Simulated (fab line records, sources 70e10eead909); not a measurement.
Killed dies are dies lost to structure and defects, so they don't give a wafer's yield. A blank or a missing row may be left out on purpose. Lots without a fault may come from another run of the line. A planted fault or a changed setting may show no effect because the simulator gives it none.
Which tool did it? | flow nand_harc | 7 lots, 21 wafers sampled, at 2 steps of a route of 1302

WHAT THE GAUGES READ, wafer by wafer
NHARC_A_BLC_OVL_MEAS_11.
lot  | measured     | on         | overlay_x_nm (nm)
L604 | day 22 23:32 | overlay-01 | -1.8 -0.7 -1.0
L605 | day 23 18:56 | overlay-01 | -2.0 -1.8 -1.4
L608 | day 24 15:14 | overlay-02 | 0.4 0.6 0.4
L610 | day 26 00:14 | overlay-02 | 1.2 0.4 0.2
L613 | day 26 13:50 | overlay-02 | -0.1 -0.6 -0.6
L615 | day 27 19:35 | overlay-02 | -0.7 -0.9 -1.0
L622 | day 30 22:28 | overlay-02 | -0.5 -0.9 -0.7

WHICH TOOL RAN EACH LOT (tool, then ch and the chambers of the sampled wafers, then the start)
lot  | NHARC_A_CONTACT_ALD_18
L604 | ald_metal-02 ch 0,1,3, day 22 21:35
L605 | ald_metal-01 ch 0,1,2, day 23 16:59
L608 | ald_metal-02 ch 1,2,3, day 24 13:10
L610 | ald_metal-02 ch 1,2,3, day 25 18:16
L613 | ald_metal-04 ch 1,2, day 26 11:00
L615 | ald_metal-01 ch 0,1,2, day 27 17:11
L622 | ald_metal-04 ch 0,2, day 30 20:23
- NHARC_A_CONTACT_ALD_18: deposits TiN, target thk 3 nm, pulse time 1 s, ald cycles 150.

THE ANSWER, worked out from the rows above alone
Rule: what is usual is taken from the lots themselves. Put in order of their means at a reading, lots are off if they are a third of the lots or fewer, leave a main group of 4 or more, and stand apart from it by a gap of 3 or more times the standard deviation of the main group's means; of several such gaps the widest counts. A main group whose means are all the same, to the digits that the tables above print for the reading, isn't used. A lot without any number at a reading at which 4 lots or more have one is off too. The other lots that the step has rows for count as sound.
No lot is off at any reading shown: from this, nothing can be told.

WHAT THE SIMULATOR HAD PUT IN
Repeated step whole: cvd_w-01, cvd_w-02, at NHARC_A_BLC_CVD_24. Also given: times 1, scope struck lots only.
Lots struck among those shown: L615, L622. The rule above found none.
